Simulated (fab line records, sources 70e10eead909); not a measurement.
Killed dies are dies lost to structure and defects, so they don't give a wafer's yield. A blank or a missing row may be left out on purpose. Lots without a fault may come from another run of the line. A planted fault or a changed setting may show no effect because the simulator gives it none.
One fault seen from 2 desks | flow nand_harc | each desk has only its own numbers; what lay behind them comes last

THE METROLOGY DESK
What the gauges read, lot by lot, whatever tool the lot ran on: means of the sampled wafers that have a number. A lot is out of limits, marked OUT, if its mean lies more than 4 standard deviations from the usual mean; the brackets give that distance.
Columns: A = thk_nm at NHARC_A_ONON_D1_THK_MEAS_02, usual 1002 nm
lot  | first seen here | A
L281 | day 8 19:54     | 1002
L283 | day 9 18:38     | 998
L286 | day 10 17:12    | 1017
L287 | day 11 01:23    | 1006
L288 | day 11 12:10    | 1006
L291 | day 12 15:20    | 999
L293 | day 13 17:57    | 993
L294 | day 13 17:58    | 1005
L295 | day 14 20:53    | 1004
L298 | day 15 16:47    | 996
L301 | day 17 00:50    | 1021
L302 | day 17 15:19    | 991
This desk's finding: nothing out of limits on any of the 12 lots.

THE TOOL OWNER'S DESK: arfi_scanner-03
The tool's own readings at NHARC_A_CHANNEL_HOLE_D1_EXPOSE_07 (exposes mask HOLE D1, target cd 100 nm): means of the sampled wafers that have a number, for each lot that ran on this tool. A lot is out of limits, marked OUT, if its mean lies more than 4 standard deviations from the usual mean; the brackets give that distance.
Columns: A = exposure_dose_mJ_cm2 at NHARC_A_CHANNEL_HOLE_D1_EXPOSE_07, usual 59.66; B = reticle_temp_C at NHARC_A_CHANNEL_HOLE_D1_EXPOSE_07, usual 23.00 C
lot  | first seen here | A               | B
L281 | day 9 17:32     | 59.68           | 22.86
L283 | day 10 13:28    | 59.68           | 22.97
L286 | day 11 14:25    | 59.62           | 23.10
L288 | day 12 04:03    | 59.69           | 22.92
L291 | day 13 07:29    | 62.57 (+50) OUT | 22.97
L293 | day 14 12:01    | 62.08 (+42) OUT | 22.99
L294 | day 14 13:47    | 61.45 (+31) OUT | 23.10
This desk's finding: out of limits on L291, L293, L294; first on L291, day 13 07:29 (exposure_dose_mJ_cm2 at NHARC_A_CHANNEL_HOLE_D1_EXPOSE_07). In limits: L281, L283, L286, L288.

PUT TOGETHER
The tool owner's desk could have raised an alarm at day 13 07:29, on L291, L293, L294.
The metrology desk saw nothing out of limits.
The metrology desk has L291, L293, L294 on record, within its limits.
Of the lots named, all ran NHARC_A_CHANNEL_HOLE_D1_EXPOSE_07 on arfi_scanner-03.

WHAT THE SIMULATOR HAD PUT IN
Process parameter drift: arfi_scanner-03, from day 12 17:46 on, at NHARC_A_CHANNEL_HOLE_D1_EXPOSE_07. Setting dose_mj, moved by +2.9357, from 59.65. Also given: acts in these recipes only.
Lots struck among those shown: L291, L293, L294.
Hours from the fault's start to each desk's first reading out of limits: the tool owner's desk, 14.
